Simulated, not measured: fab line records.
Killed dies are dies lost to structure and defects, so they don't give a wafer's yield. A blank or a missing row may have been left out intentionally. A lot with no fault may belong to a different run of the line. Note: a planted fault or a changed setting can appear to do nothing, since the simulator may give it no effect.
Matching of chambers    flow nand harc    NHARC_P_M0_PRE_CLEAN_31 on pecvd-02 has 3 sister chambers
The step time 12 s. 6 wafers are shown with their chamber, then 7 later ones without.

WAFERS WITH THEIR CHAMBER
wafer   chamber  heater power w (W)
L088.5  0        693
L089.1  2        629
L089.3  1        605
L089.6  0        676
L095.3  2        570
L095.5  1        669

WAFERS WHOSE CHAMBER IS MISSING
wafer   heater power w (W)
L095.6  576
L094.1  599
L094.3  668
L094.4  574
L097.1  629
L097.2  591
L097.5  574

THE CHAMBER EACH PASSED THROUGH
wafer   from the rows above           in truth
L095.6  can't be placed: 2 or 1       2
L094.1  can't be placed: 2 or 1       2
L094.3  can't be placed: 0 or 1 or 2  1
L094.4  can't be placed: 2 or 1       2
L097.1  can't be placed: 1 or 2 or 0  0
L097.2  can't be placed: 2 or 1       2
L097.5  can't be placed: 2 or 1       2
Correct placement for 0 of the 7. These rows do not allow placing 7 (true chamber among the candidates in 7). Wrongly placed: 0.
How it was worked out, from the rows above alone: a wafer's distance from a chamber is the root of the sum, over the readings, of the square of ((its reading less the chamber's mean) divided by the reading's scatter). The wafer belongs to the nearest chamber; if the next one is less than 2 further off, it can't be placed. A chamber's mean is the mean of its shown wafers. The scatter: take each reading less its chamber's mean, square it, sum over the shown wafers, divide by the number of wafers less the number of chambers, and take the root.
